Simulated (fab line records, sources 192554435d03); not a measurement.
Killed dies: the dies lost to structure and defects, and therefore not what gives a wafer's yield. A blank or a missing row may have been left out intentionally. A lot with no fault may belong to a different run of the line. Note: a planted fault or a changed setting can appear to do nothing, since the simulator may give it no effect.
Split-lot trial | flow n5-finfet | route with 1938 steps; 7 lots, 39 wafers read

## ON THE SPLIT
At N5_BEOL_M11_ETCH_41 (etches SiCN in CH3F/O2, target depth 42.6 nm, time 86 s), the setting time-s was moved away from the recipe's 86 s on 18 of the 39 wafers read, by -52.3% to +57.8%. This setting was run at the recipe's value on the other wafers.

The split's own step is where the reading is taken.

## THE READING
etch.depth-nm (the simulator's own value, which no gauge read), in nm, at N5_BEOL_M11_ETCH_41 (etches SiCN in CH3F/O2, target depth 42.6 nm, time 86 s). The file gives no usual value for it. Average 32.81 nm, standard deviation 0.47 nm, over the 21 wafers here run with the recipe.

wafer  | tool, chamber at the split | time-s as run, s | against the recipe | etch.depth-nm, nm | against lot-mates on the recipe
L074.1 | rie-diel-01, 1             | 100.3            | +16.6%             | 38.51             | +5.23
L074.2 | rie-diel-01, 2             | 86               | recipe             | 33.15             | -
L074.3 | rie-diel-01, 3             | 100.3            | +16.6%             | 38.91             | +5.63
L074.4 | rie-diel-01, 0             | 100.3            | +16.6%             | 38.39             | +5.11
L074.5 | rie-diel-01, 3             | 86               | recipe             | 33.58             | -
L074.6 | rie-diel-01, 2             | 86               | recipe             | 33.11             | -
L075.1 | rie-diel-01, 1             | 86               | recipe             | 32.91             | -
L075.2 | rie-diel-01, 2             | 41.06            | -52.3%             | 15.69             | -17.46
L075.3 | rie-diel-01, 0             | 41.06            | -52.3%             | 15.64             | -17.51
L075.4 | rie-diel-01, 3             | 86               | recipe             | 33.14             | -
L075.5 | rie-diel-01, 2             | 86               | recipe             | 33.4              | -
L075.6 | rie-diel-01, 1             | 41.06            | -52.3%             | 15.84             | -17.31
L082.1 | rie-diel-01, 0             | 86               | recipe             | 32.68             | -
L082.2 | rie-diel-01, 1             | 60.7             | -29.4%             | 23.21             | -9.46
L082.3 | rie-diel-01, 2             | 86               | recipe             | 32.64             | -
L082.4 | rie-diel-01, 3             | 60.7             | -29.4%             | 23.27             | -9.40
L082.5 | rie-diel-01, 0             | 60.7             | -29.4%             | 23.06             | -9.61
L082.6 | rie-diel-01, 3             | 86               | recipe             | 32.7              | -
L081.3 | rie-diel-01, 1             | 86               | recipe             | 33.04             | -
L081.4 | rie-diel-01, 3             | 86               | recipe             | 32.85             | -
L081.5 | rie-diel-01, 2             | 86               | recipe             | 33.02             | -
L080.1 | rie-diel-01, 3             | 135.7            | +57.8%             | 51.52             | +18.64
L080.2 | rie-diel-01, 0             | 86               | recipe             | 32.81             | -
L080.3 | rie-diel-01, 2             | 135.7            | +57.8%             | 51.75             | +18.87
L080.4 | rie-diel-01, 1             | 135.7            | +57.8%             | 51.32             | +18.44
L080.5 | rie-diel-01, 1             | 86               | recipe             | 32.77             | -
L080.6 | rie-diel-01, 2             | 86               | recipe             | 33.06             | -
L093.1 | rie-diel-03, 2             | 86               | recipe             | 31.2              | -
L093.2 | rie-diel-03, 1             | 86               | recipe             | 32.24             | -
L093.3 | rie-diel-03, 0             | 41.47            | -51.8%             | 15.6              | -16.37
L093.4 | rie-diel-03, 0             | 41.47            | -51.8%             | 15.71             | -16.26
L093.5 | rie-diel-03, 2             | 41.47            | -51.8%             | 15.2              | -16.77
L093.6 | rie-diel-03, 1             | 86               | recipe             | 32.46             | -
L095.1 | rie-diel-01, 2             | 52.4             | -39.1%             | 20.07             | -12.65
L095.2 | rie-diel-01, 0             | 86               | recipe             | 32.63             | -
L095.3 | rie-diel-01, 3             | 86               | recipe             | 32.77             | -
L095.4 | rie-diel-01, 1             | 52.4             | -39.1%             | 19.95             | -12.77
L095.5 | rie-diel-01, 0             | 52.4             | -39.1%             | 20.01             | -12.71
L095.6 | rie-diel-01, 3             | 86               | recipe             | 32.75             | -

FIT RESULTS
A straight line over all 39 wafers: etch.depth-nm changes by +0.328 nm for each +1% of time-s; r = +1.00; the points scatter about the line by 0.4 nm.
The same after taking each lot's own level away (the mean of its wafers on the recipe; 39 wafers): +0.324 nm for each +1%; r = +1.00; scatter 0.27 nm.
The reading moves by 19 nm for the largest change in time-s, on that fit.
Measured against the standard deviation above, the lots' own levels, which go from 31.967 to 33.280 nm, span 2.8 times it.
Hence the lot-to-lot level has little effect on the slope; both slopes agree.
Check: with one of the wafers moved furthest among these (+57.8%) left out of the fit, the line predicts +18.7 nm for it against its lot-mates. It came out at +18.6 nm against them.

## THE OTHER SPLITS THESE WAFERS WENT THROUGH
Note: prior to the reading, these wafers also went through further splits. Each is held against what the fit with the lots' levels taken away leaves over:
other split on the same wafers   | wafers away from the commonest value | r with etch.depth-nm (lot level and that fit taken away)
N5_BEOL_M3_TRENCH_ETCH_37 time-s | 18                                   | +0.18
N5_BEOL_M6_ILD_DEP_00 time-s     | 15                                   | +0.23
N5_BEOL_M8_CVD_78 target-thk-a   | 12                                   | +0.19
N5_BEOL_M11_ILD_DEP_00 time-s    | 12                                   | +0.33

## THE FILE'S OWN FIT
etch.depth-nm changes by +0.324 nm for each +1% of time-s, r = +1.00.
